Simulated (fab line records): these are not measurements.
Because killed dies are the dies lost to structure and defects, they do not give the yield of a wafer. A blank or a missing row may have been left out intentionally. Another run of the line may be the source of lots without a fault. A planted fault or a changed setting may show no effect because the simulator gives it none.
Which tool is to blame? || flow n5 finfet || 26 wafers from 9 lots sampled at 5 of the route's 1938 steps

== WHAT THE GAUGES SHOWED, per wafer ==
N5_BEOL_M4_RC_MEAS_101. Usual: DIBL_N 35.9 mV/V, standard deviation 1.4; DIBL_P 35.9 mV/V, standard deviation 1.7; IOFF_N 0.160 nA/um, standard deviation 0.026; IOFF_P 0.21 nA/um, standard deviation 0.036; ION_N 672 uA/um, standard deviation 11; ION_P 461 uA/um, standard deviation 8.1; SS_N 71.4 mV/dec, standard deviation 0.54; SS_P 73.2 mV/dec, standard deviation 0.67; VT_N 249.3 mV, standard deviation 2.7; VT_P -250 mV, standard deviation 3.9.
{"lot": "L453", "measured": "day 7 17:38", "on": "prober-01", "DIBL_N (mV/V)": "35.5 34.1 34.8", "DIBL_P (mV/V)": "35.6 33.7 34.4", "IOFF_N (nA/um)": "0.172 0.148 0.159", "IOFF_P (nA/um)": "0.26 0.23 0.24", "ION_N (uA/um)": "685 678 681", "ION_P (uA/um)": "473 478 474", "SS_N (mV/dec)": "71.3 71.3 71.0", "SS_P (mV/dec)": "73.5 73.0 72.9", "VT_N (mV)": "250.0 248.9 248.9", "VT_P (mV)": "-243 -246 -244", "flag": ""}
{"lot": "L454", "measured": "day 8 04:54", "on": "prober-01", "DIBL_N (mV/V)": "34.3 38.8 36.5", "DIBL_P (mV/V)": "33.6 39.7 35.2", "IOFF_N (nA/um)": "0.129 0.233 0.155", "IOFF_P (nA/um)": "0.19 0.29 0.22", "ION_N (uA/um)": "660 687 672", "ION_P (uA/um)": "462 468 457", "SS_N (mV/dec)": "71.6 72.8 72.1", "SS_P (mV/dec)": "72.8 74.8 73.3", "VT_N (mV)": "250.5 243.2 251.0", "VT_P (mV)": "-248 -244 -247", "flag": ""}
{"lot": "L459", "measured": "day 9 05:35", "on": "prober-01", "DIBL_N (mV/V)": "35.8 37.2 35.4", "DIBL_P (mV/V)": "37.4 38.3 36.6", "IOFF_N (nA/um)": "0.168 0.183 0.158", "IOFF_P (nA/um)": "0.24 0.24 0.21", "ION_N (uA/um)": "689 681 666", "ION_P (uA/um)": "473 463 459", "SS_N (mV/dec)": "71.4 71.7 70.7", "SS_P (mV/dec)": "73.3 73.6 73.8", "VT_N (mV)": "248.0 246.9 249.3", "VT_P (mV)": "-249 -247 -252", "flag": ""}
{"lot": "L460", "measured": "day 9 16:41", "on": "prober-01", "DIBL_N (mV/V)": "36.4 36.8 35.4", "DIBL_P (mV/V)": "34.8 36.2 34.2", "IOFF_N (nA/um)": "0.153 0.164 0.147", "IOFF_P (nA/um)": "0.20 0.23 0.20", "ION_N (uA/um)": "671 668 670", "ION_P (uA/um)": "464 468 465", "SS_N (mV/dec)": "71.4 71.5 70.6", "SS_P (mV/dec)": "73.4 73.3 72.6", "VT_N (mV)": "250.6 248.9 249.6", "VT_P (mV)": "-250 -247 -246", "flag": ""}
{"lot": "L461", "measured": "day 10 06:41", "on": "prober-02", "DIBL_N (mV/V)": "36.8 35.2 36.5", "DIBL_P (mV/V)": "37.7 35.5 36.9", "IOFF_N (nA/um)": "0.169 0.135 0.172", "IOFF_P (nA/um)": "0.19 0.16 0.20", "ION_N (uA/um)": "679 664 679", "ION_P (uA/um)": "450 450 463", "SS_N (mV/dec)": "70.7 71.5 70.6", "SS_P (mV/dec)": "74.1 73.1 73.3", "VT_N (mV)": "249.3 250.0 248.2", "VT_P (mV)": "-254 -256 -251", "flag": ""}
{"lot": "L462", "measured": "day 10 05:20", "on": "prober-02", "DIBL_N (mV/V)": "36.3 36.2", "DIBL_P (mV/V)": "34.6 34.6", "IOFF_N (nA/um)": "0.151 0.146", "IOFF_P (nA/um)": "0.19 0.19", "ION_N (uA/um)": "656 670", "ION_P (uA/um)": "450 462", "SS_N (mV/dec)": "71.8 71.1", "SS_P (mV/dec)": "72.5 72.4", "VT_N (mV)": "253.5 250.4", "VT_P (mV)": "-252 -250", "flag": ""}
{"lot": "L472", "measured": "day 13 00:23", "on": "prober-01", "DIBL_N (mV/V)": "35.5 37.5 35.4", "DIBL_P (mV/V)": "35.9 38.4 35.7", "IOFF_N (nA/um)": "0.162 0.193 0.156", "IOFF_P (nA/um)": "0.25 0.28 0.24", "ION_N (uA/um)": "663 680 667", "ION_P (uA/um)": "465 472 462", "SS_N (mV/dec)": "72.1 72.4 71.2", "SS_P (mV/dec)": "72.7 74.2 72.8", "VT_N (mV)": "249.5 248.3 249.9", "VT_P (mV)": "-243 -244 -248", "flag": ""}
{"lot": "L474", "measured": "day 13 03:45", "on": "prober-02", "DIBL_N (mV/V)": "40.2 35.4 37.4", "DIBL_P (mV/V)": "39.1 34.9 37.0", "IOFF_N (nA/um)": "0.228 0.132 0.165", "IOFF_P (nA/um)": "0.27 0.19 0.22", "ION_N (uA/um)": "677 672 682", "ION_P (uA/um)": "468 462 465", "SS_N (mV/dec)": "72.5 70.7 71.2", "SS_P (mV/dec)": "74.4 72.5 73.3", "VT_N (mV)": "246.0 252.0 247.7", "VT_P (mV)": "-248 -254 -249", "flag": ""}
{"lot": "L475", "measured": "day 13 21:41", "on": "prober-01", "DIBL_N (mV/V)": "36.2 35.4 34.2", "DIBL_P (mV/V)": "37.0 37.1 34.5", "IOFF_N (nA/um)": "0.186 0.171 0.136", "IOFF_P (nA/um)": "0.23 0.22 0.18", "ION_N (uA/um)": "670 690 660", "ION_P (uA/um)": "458 465 451", "SS_N (mV/dec)": "72.1 71.6 71.1", "SS_P (mV/dec)": "73.9 74.4 72.8", "VT_N (mV)": "245.1 248.0 251.7", "VT_P (mV)": "-248 -250 -253", "flag": ""}

== EACH LOT AND THE TOOL THAT RAN IT (in order: tool; ch and the chambers of the sampled wafers; start) ==
{"lot": "L453", "N5_FIN_SAQP_STRIP_70": "rie diel-05 ch 0,1, day 2 01:34", "N5_FIN_SAQP_SPACER2_ETCHBACK_29": "rie diel-01 ch 0,2,3, day 2 02:05", "N5_STI_FIN_REVEAL_STRIP_24": "rie diel-06 ch 1,2, day 2 10:11", "N5_STI_FIN_REVEAL_PRECLEAN_17": "remote plasma-01 ch 1, day 2 12:17"}
{"lot": "L454", "N5_FIN_SAQP_STRIP_70": "rie diel-06 ch 0,1,2, day 2 08:00", "N5_FIN_SAQP_SPACER2_ETCHBACK_29": "rie diel-05 ch 1,3, day 2 08:32", "N5_STI_FIN_REVEAL_STRIP_24": "rie diel-06 ch 0,2,3, day 2 17:08", "N5_STI_FIN_REVEAL_PRECLEAN_17": "remote plasma-01 ch 0, day 2 19:14"}
{"lot": "L459", "N5_FIN_SAQP_STRIP_70": "rie diel-01 ch 0,1,3, day 3 14:45", "N5_FIN_SAQP_SPACER2_ETCHBACK_29": "rie diel-06 ch 1,2,3, day 3 15:17", "N5_STI_FIN_REVEAL_STRIP_24": "rie diel-01 ch 1,2,3, day 4 00:26", "N5_STI_FIN_REVEAL_PRECLEAN_17": "remote plasma-02 ch 0, day 4 02:34"}
{"lot": "L460", "N5_FIN_SAQP_STRIP_70": "rie diel-05 ch 0,1,3, day 3 20:39", "N5_FIN_SAQP_SPACER2_ETCHBACK_29": "rie diel-06 ch 0,1,2, day 3 21:19", "N5_STI_FIN_REVEAL_STRIP_24": "rie diel-06 ch 1,2, day 4 05:26", "N5_STI_FIN_REVEAL_PRECLEAN_17": "remote plasma-01 ch 0, day 4 07:32"}
{"lot": "L461", "N5_FIN_SAQP_STRIP_70": "rie diel-06 ch 1,2,3, day 4 01:47", "N5_FIN_SAQP_SPACER2_ETCHBACK_29": "rie diel-06 ch 1,2, day 4 02:19", "N5_STI_FIN_REVEAL_STRIP_24": "rie diel-01 ch 0,2,3, day 4 11:20", "N5_STI_FIN_REVEAL_PRECLEAN_17": "remote plasma-01 ch 0, day 4 13:28"}
{"lot": "L462", "N5_FIN_SAQP_STRIP_70": "rie diel-01 ch 3, day 4 07:41", "N5_FIN_SAQP_SPACER2_ETCHBACK_29": "rie diel-05 ch 2,3, day 4 09:03", "N5_STI_FIN_REVEAL_STRIP_24": "rie diel-01 ch 0,3, day 4 17:06", "N5_STI_FIN_REVEAL_PRECLEAN_17": "remote plasma-01 ch 1, day 4 19:16"}
{"lot": "L472", "N5_FIN_SAQP_STRIP_70": "rie diel-06 ch 0,1,2, day 6 22:03", "N5_FIN_SAQP_SPACER2_ETCHBACK_29": "rie diel-01 ch 0,2,3, day 6 23:20", "N5_STI_FIN_REVEAL_STRIP_24": "rie diel-05 ch 0,1,2, day 7 07:27", "N5_STI_FIN_REVEAL_PRECLEAN_17": "remote plasma-02 ch 0, day 7 09:34"}
{"lot": "L474", "N5_FIN_SAQP_STRIP_70": "rie diel-01 ch 0,1,2, day 7 07:25", "N5_FIN_SAQP_SPACER2_ETCHBACK_29": "rie diel-05 ch 1,3, day 7 07:57", "N5_STI_FIN_REVEAL_STRIP_24": "rie diel-01 ch 1,2, day 7 16:28", "N5_STI_FIN_REVEAL_PRECLEAN_17": "remote plasma-01 ch 0, day 7 18:36"}
{"lot": "L475", "N5_FIN_SAQP_STRIP_70": "rie diel-01 ch 0,2, day 7 13:11", "N5_FIN_SAQP_SPACER2_ETCHBACK_29": "rie diel-01 ch 0,2,3, day 7 13:49", "N5_STI_FIN_REVEAL_STRIP_24": "rie diel-06 ch 0,2, day 7 22:37", "N5_STI_FIN_REVEAL_PRECLEAN_17": "remote plasma-02 ch 0, day 8 00:43"}
- N5_FIN_SAQP_STRIP_70: strips in N2/H2.
- N5_FIN_SAQP_SPACER2_ETCHBACK_29: etches SiO2 in CHF3/O2, target depth 12.2 nm, time 6.1 s.
- N5_STI_FIN_REVEAL_STRIP_24: strips in N2/H2, time 90 s.
- N5_STI_FIN_REVEAL_PRECLEAN_17: cleans in NF3:NH3, afs cycles 1, time 20 s, sublimation time 60 s.

== AS READ BY THE TOOLS THEMSELVES (means over the sampled wafers that have a number; for cases with no such wafer, the mark the record gives instead) ==
N5_FIN_SAQP_STRIP_70. Usual: drypump motor current A 5.7 A, standard deviation 0.46; oes product au 0.75 a.u., standard deviation 0.047; rf vpp V 121.6 V, standard deviation 1; showerhead plenum p Torr 3.31 Torr, standard deviation 0.12; throttle valve pct 19.0 %, standard deviation 0.36.
{"lot": "L453", "tool": "rie diel-05", "drypump motor current A (A)": 6.2, "oes product au (a.u.)": 0.74, "rf vpp V (V)": 120.3, "showerhead plenum p Torr (Torr)": 3.20, "throttle valve pct (%)": 19.3, "flag": ""}
{"lot": "L454", "tool": "rie diel-06", "drypump motor current A (A)": 5.8, "oes product au (a.u.)": 0.77, "rf vpp V (V)": 120.8, "showerhead plenum p Torr (Torr)": 3.37, "throttle valve pct (%)": 19.2, "flag": ""}
{"lot": "L459", "tool": "rie diel-01", "drypump motor current A (A)": 5.6, "oes product au (a.u.)": 0.78, "rf vpp V (V)": 123.0, "showerhead plenum p Torr (Torr)": 3.38, "throttle valve pct (%)": 18.8, "flag": ""}
{"lot": "L460", "tool": "rie diel-05", "drypump motor current A (A)": 5.7, "oes product au (a.u.)": 0.74, "rf vpp V (V)": 120.3, "showerhead plenum p Torr (Torr)": 3.23, "throttle valve pct (%)": 19.1, "flag": ""}
{"lot": "L461", "tool": "rie diel-06", "drypump motor current A (A)": 5.7, "oes product au (a.u.)": 0.76, "rf vpp V (V)": 122.2, "showerhead plenum p Torr (Torr)": 3.35, "throttle valve pct (%)": 19.0, "flag": ""}
{"lot": "L462", "tool": "rie diel-01", "drypump motor current A (A)": 5.3, "oes product au (a.u.)": 0.75, "rf vpp V (V)": 121.9, "showerhead plenum p Torr (Torr)": 3.36, "throttle valve pct (%)": 18.7, "flag": ""}
{"lot": "L472", "tool": "rie diel-06", "drypump motor current A (A)": 5.8, "oes product au (a.u.)": 0.73, "rf vpp V (V)": 121.6, "showerhead plenum p Torr (Torr)": 3.35, "throttle valve pct (%)": 19.2, "flag": ""}
{"lot": "L474", "tool": "rie diel-01", "drypump motor current A (A)": 6.0, "oes product au (a.u.)": 0.74, "rf vpp V (V)": 122.0, "showerhead plenum p Torr (Torr)": 3.40, "throttle valve pct (%)": 18.8, "flag": ""}
{"lot": "L475", "tool": "rie diel-01", "drypump motor current A (A)": 6.1, "oes product au (a.u.)": 0.73, "rf vpp V (V)": 121.9, "showerhead plenum p Torr (Torr)": 3.43, "throttle valve pct (%)": 18.6, "flag": ""}

N5_FIN_SAQP_SPACER2_ETCHBACK_29. Usual: drypump motor current A 5.7 A, standard deviation 0.43; oes product au 0.75 a.u., standard deviation 0.054; rf vpp V 522 V, standard deviation 7.8; showerhead plenum p Torr 2.39 Torr, standard deviation 0.095; throttle valve pct 18.97 %, standard deviation 0.17.
{"lot": "L453", "tool": "rie diel-01", "drypump motor current A (A)": 5.7, "oes product au (a.u.)": 0.78, "rf vpp V (V)": 524, "showerhead plenum p Torr (Torr)": 2.45, "throttle valve pct (%)": 18.76, "flag": ""}
{"lot": "L454", "tool": "rie diel-05", "drypump motor current A (A)": 5.6, "oes product au (a.u.)": 0.75, "rf vpp V (V)": 512, "showerhead plenum p Torr (Torr)": 2.38, "throttle valve pct (%)": 19.03, "flag": ""}
{"lot": "L459", "tool": "rie diel-06", "drypump motor current A (A)": 5.7, "oes product au (a.u.)": 0.77, "rf vpp V (V)": 528, "showerhead plenum p Torr (Torr)": 2.41, "throttle valve pct (%)": 18.99, "flag": ""}
{"lot": "L460", "tool": "rie diel-06", "drypump motor current A (A)": 5.8, "oes product au (a.u.)": 0.75, "rf vpp V (V)": 524, "showerhead plenum p Torr (Torr)": 2.40, "throttle valve pct (%)": 18.96, "flag": ""}
{"lot": "L461", "tool": "rie diel-06", "drypump motor current A (A)": 5.7, "oes product au (a.u.)": 0.73, "rf vpp V (V)": 526, "showerhead plenum p Torr (Torr)": 2.36, "throttle valve pct (%)": 19.08, "flag": ""}
{"lot": "L462", "tool": "rie diel-05", "drypump motor current A (A)": 5.3, "oes product au (a.u.)": 0.72, "rf vpp V (V)": 522, "showerhead plenum p Torr (Torr)": 2.36, "throttle valve pct (%)": 18.96, "flag": ""}
{"lot": "L472", "tool": "rie diel-01", "drypump motor current A (A)": 5.7, "oes product au (a.u.)": 0.74, "rf vpp V (V)": 524, "showerhead plenum p Torr (Torr)": 2.44, "throttle valve pct (%)": 18.82, "flag": ""}
{"lot": "L474", "tool": "rie diel-05", "drypump motor current A (A)": 6.1, "oes product au (a.u.)": 0.91, "rf vpp V (V)": 517, "showerhead plenum p Torr (Torr)": 2.52, "throttle valve pct (%)": 18.96, "flag": ""}
{"lot": "L475", "tool": "rie diel-01", "drypump motor current A (A)": 5.7, "oes product au (a.u.)": 0.74, "rf vpp V (V)": 525, "showerhead plenum p Torr (Torr)": 2.43, "throttle valve pct (%)": 18.81, "flag": ""}

N5_STI_FIN_REVEAL_STRIP_24. Usual: drypump motor current A 5.8 A, standard deviation 0.41; oes product au 0.75 a.u., standard deviation 0.063; rf vpp V 45.2 V, standard deviation 0.82; showerhead plenum p Torr 3.39 Torr, standard deviation 0.11; throttle valve pct 12.26 %, standard deviation 0.22.
{"lot": "L453", "tool": "rie diel-06", "drypump motor current A (A)": 5.7, "oes product au (a.u.)": 0.73, "rf vpp V (V)": 44.9, "showerhead plenum p Torr (Torr)": 3.28, "throttle valve pct (%)": 12.34, "flag": ""}
{"lot": "L454", "tool": "rie diel-06", "drypump motor current A (A)": 5.8, "oes product au (a.u.)": 0.80, "rf vpp V (V)": 44.8, "showerhead plenum p Torr (Torr)": 3.43, "throttle valve pct (%)": 12.12, "flag": ""}
{"lot": "L459", "tool": "rie diel-01", "drypump motor current A (A)": 5.9, "oes product au (a.u.)": 0.73, "rf vpp V (V)": 45.2, "showerhead plenum p Torr (Torr)": 3.42, "throttle valve pct (%)": 12.28, "flag": ""}
{"lot": "L460", "tool": "rie diel-06", "drypump motor current A (A)": 5.6, "oes product au (a.u.)": 0.73, "rf vpp V (V)": 45.2, "showerhead plenum p Torr (Torr)": 3.28, "throttle valve pct (%)": 12.38, "flag": ""}
{"lot": "L461", "tool": "rie diel-01", "drypump motor current A (A)": 5.7, "oes product au (a.u.)": 0.76, "rf vpp V (V)": 45.4, "showerhead plenum p Torr (Torr)": 3.43, "throttle valve pct (%)": 12.09, "flag": ""}
{"lot": "L462", "tool": "rie diel-01", "drypump motor current A (A)": 5.4, "oes product au (a.u.)": 0.79, "rf vpp V (V)": 45.4, "showerhead plenum p Torr (Torr)": 3.41, "throttle valve pct (%)": 12.06, "flag": ""}
{"lot": "L472", "tool": "rie diel-05", "drypump motor current A (A)": 5.8, "oes product au (a.u.)": 0.83, "rf vpp V (V)": 44.2, "showerhead plenum p Torr (Torr)": 3.32, "throttle valve pct (%)": 12.31, "flag": ""}
{"lot": "L474", "tool": "rie diel-01", "drypump motor current A (A)": 6.3, "oes product au (a.u.)": 0.70, "rf vpp V (V)": 45.9, "showerhead plenum p Torr (Torr)": 3.44, "throttle valve pct (%)": 12.34, "flag": ""}
{"lot": "L475", "tool": "rie diel-06", "drypump motor current A (A)": 5.9, "oes product au (a.u.)": 0.75, "rf vpp V (V)": 45.3, "showerhead plenum p Torr (Torr)": 3.41, "throttle valve pct (%)": 12.27, "flag": ""}

N5_STI_FIN_REVEAL_PRECLEAN_17. Usual: rf power w 30.01 W, standard deviation 0.078.
{"lot": "L453", "tool": "remote plasma-01", "rf power w (W)": 30.06, "flag": ""}
{"lot": "L454", "tool": "remote plasma-01", "rf power w (W)": 30.10, "flag": ""}
{"lot": "L459", "tool": "remote plasma-02", "rf power w (W)": 29.99, "flag": ""}
{"lot": "L460", "tool": "remote plasma-01", "rf power w (W)": 30.12, "flag": ""}
{"lot": "L461", "tool": "remote plasma-01", "rf power w (W)": 30.02, "flag": ""}
{"lot": "L462", "tool": "remote plasma-01", "rf power w (W)": 29.91, "flag": ""}
{"lot": "L472", "tool": "remote plasma-02", "rf power w (W)": 30.05, "flag": ""}
{"lot": "L474", "tool": "remote plasma-01", "rf power w (W)": 30.00, "flag": ""}
{"lot": "L475", "tool": "remote plasma-02", "rf power w (W)": 29.95, "flag": ""}

== THE ANSWER, worked out from the rows above alone ==
Rule: lot off if the mean of its wafers having a number is beyond 3 standard deviations from the usual mean. A lot without any number at a reading at which 4 lots or more have one is off too. All remaining lots with rows at the step are treated as sound. The gauges are gone through in route order, then the tools' own readings, and for those a lot's mean is taken as printed above. The first step at which some lot is off is used, and at that step the reading that is off furthest; a lot without a number counts as furthest.
No lot is off on any of the readings shown, so nothing can be concluded from this.

== WHAT THE SIMULATOR HAD PUT IN ==
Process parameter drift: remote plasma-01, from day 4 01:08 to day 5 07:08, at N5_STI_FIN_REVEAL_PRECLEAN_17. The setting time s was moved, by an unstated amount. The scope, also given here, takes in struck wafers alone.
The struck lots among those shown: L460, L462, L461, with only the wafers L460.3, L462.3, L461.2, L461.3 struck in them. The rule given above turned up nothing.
